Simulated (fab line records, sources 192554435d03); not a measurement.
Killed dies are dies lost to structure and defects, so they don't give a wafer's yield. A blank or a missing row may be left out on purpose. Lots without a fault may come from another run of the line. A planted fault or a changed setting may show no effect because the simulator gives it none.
A struck lot beside a sound one | flow n5_finfet | 17 steps out of a route of 1938
Sound: wafers L527.1, L527.2, L527.4. Struck: wafers L538.2, L538.3, L538.6. The cause comes at the end.
At each step with rows: each side's tool, then ch and its chambers, then its first start. Under that, the readings that differ: sound wafers | struck wafers | difference of the means | sigmas: that difference in standard deviations of wafers without a fault.
alike: readings whose means differ by less than 2 such deviations, and words and numbers that are the same on both sides. not compared: withheld readings, readings that some wafer has no value for, bounds like >300 that may hide the same value, and numbers for which the record gives no deviation and whose values overlap.
The two part at a step that has a row with sigmas, a row that says differs or no value, or rows on one side only. Numbers that don't overlap but have no deviation are shown without sigmas and don't part them. A reading that every wafer of one side lacks parts them only if that side has two wafers or more.

first, 6 steps without rows for these wafers: N5_BEOL_M6_COAT_22 (resist thk 30 nm); N5_BEOL_M6_EBR_24; N5_BEOL_M6_SOFTBAKE_23 (time 60 s); N5_BEOL_M6_EXPOSE_25 (exposes mask V5, target cd 40 nm); N5_BEOL_M6_PEB_26 (peb time 60 s); N5_BEOL_M6_DEVELOP_27 (develop time 30 s).
N5_BEOL_M6_CD_MEAS_28: target cd 40 nm.
  sound on cd_sem-03 ch 0, day 11 02:32; struck on cd_sem-02 ch 0, day 13 16:49
  alike: cd_nm
N5_BEOL_M6_OVL_MEAS_29:
  sound on overlay-01 ch 0, day 11 02:34; struck on overlay-01 ch 0, day 13 16:51
  reading     | sound          | struck      | difference | sigmas
  V5_OVL (nm) | -0.3 -0.9 -0.8 | 1.6 0.7 0.5 | +1.6       | +2
N5_BEOL_M6_INSPECT_30: inspects for defects (brightfield).
  sound on defect_inspect-01, day 11 02:38; struck on defect_inspect-01, day 13 16:54
  alike: raw_defect_count
N5_BEOL_M6_DESCUM_33: chemistry O2, time 7 s.
  sound on rie_diel-02 ch 0,2, day 11 02:53; struck on rie_diel-03 ch 0,3, day 13 17:18
  alike: drypump_motor_current_A, oes_product_au, rf_vpp_V, showerhead_plenum_p_Torr, temp_c, throttle_valve_pct
  not compared: rf_hours_counter_h
N5_BEOL_M6_ETCH_72: etches underlayer in N2/H2, target depth 6.5 nm, time 5.2 s.
  sound on rie_diel-02 ch 0,2, day 11 02:55; struck on rie_diel-03 ch 0,3, day 13 17:20
  alike: drypump_motor_current_A, etch_rf_on_time_s, h2_flow_sccm, oes_product_au, rf_vpp_V, showerhead_plenum_p_Torr, throttle_valve_pct
  not compared: rf_hours_counter_h
N5_BEOL_M6_ETCH_65: etches SiARC in CF4, target depth 15.6 nm, time 26 s.
  sound on rie_diel-02 ch 0,2, day 11 02:56; struck on rie_diel-03 ch 0,3, day 13 17:21
  alike: cf4_flow_sccm, drypump_motor_current_A, etch_rf_on_time_s, oes_product_au, rf_vpp_V, showerhead_plenum_p_Torr, throttle_valve_pct
  not compared: rf_hours_counter_h
N5_BEOL_M6_ETCH_66: etches SOC in N2/H2, target depth 80 nm, overetch 16 nm, time 120 s.
  sound on rie_diel-02 ch 0,2, day 11 02:58; struck on rie_diel-03 ch 0,3, day 13 17:23
  reading                                    | sound       | struck      | difference | sigmas
  model.SiARC_of_BEOL_M6_COAT_64.thk_nm (nm) | 6.4 6.4 6.4 | 7.2 7.4 7.4 | +0.9       |
  alike: drypump_motor_current_A, h2_flow_sccm, oes_product_au, rf_vpp_V, showerhead_plenum_p_Torr, temp_c, throttle_valve_pct
  not compared: rf_hours_counter_h, model.BEOL_M6.cd_nm
then, 2 steps without rows for these wafers: N5_BEOL_M6_STRIP_69 (strips in N2/H2); N5_BEOL_M6_STRIP_73 (strips in N2/H2).
N5_BEOL_M6_VIA_ETCH_34: etches SiCOH lowk in C4F6/O2, target depth 126.3 nm, time 50.9 s.
  sound on rie_diel-02 ch 0,2, day 11 03:04; struck on rie_diel-03 ch 0,3, day 13 17:29
  alike: drypump_motor_current_A, oes_product_au, rf_vpp_V, showerhead_plenum_p_Torr, throttle_valve_pct
  not compared: rf_hours_counter_h, model.BEOL_M6.cd_nm
then, 1 step without rows for these wafers: N5_BEOL_M6_STRIP_76 (strips in C4F6/O2).

WHERE THEY PART
Only at N5_BEOL_M6_OVL_MEAS_29, within this record. Later steps at which nothing parts them and some readings are alike: N5_BEOL_M6_INSPECT_30, N5_BEOL_M6_DESCUM_33, N5_BEOL_M6_ETCH_72, N5_BEOL_M6_ETCH_65, N5_BEOL_M6_ETCH_66, N5_BEOL_M6_VIA_ETCH_34.

WHY: what the simulator had put in
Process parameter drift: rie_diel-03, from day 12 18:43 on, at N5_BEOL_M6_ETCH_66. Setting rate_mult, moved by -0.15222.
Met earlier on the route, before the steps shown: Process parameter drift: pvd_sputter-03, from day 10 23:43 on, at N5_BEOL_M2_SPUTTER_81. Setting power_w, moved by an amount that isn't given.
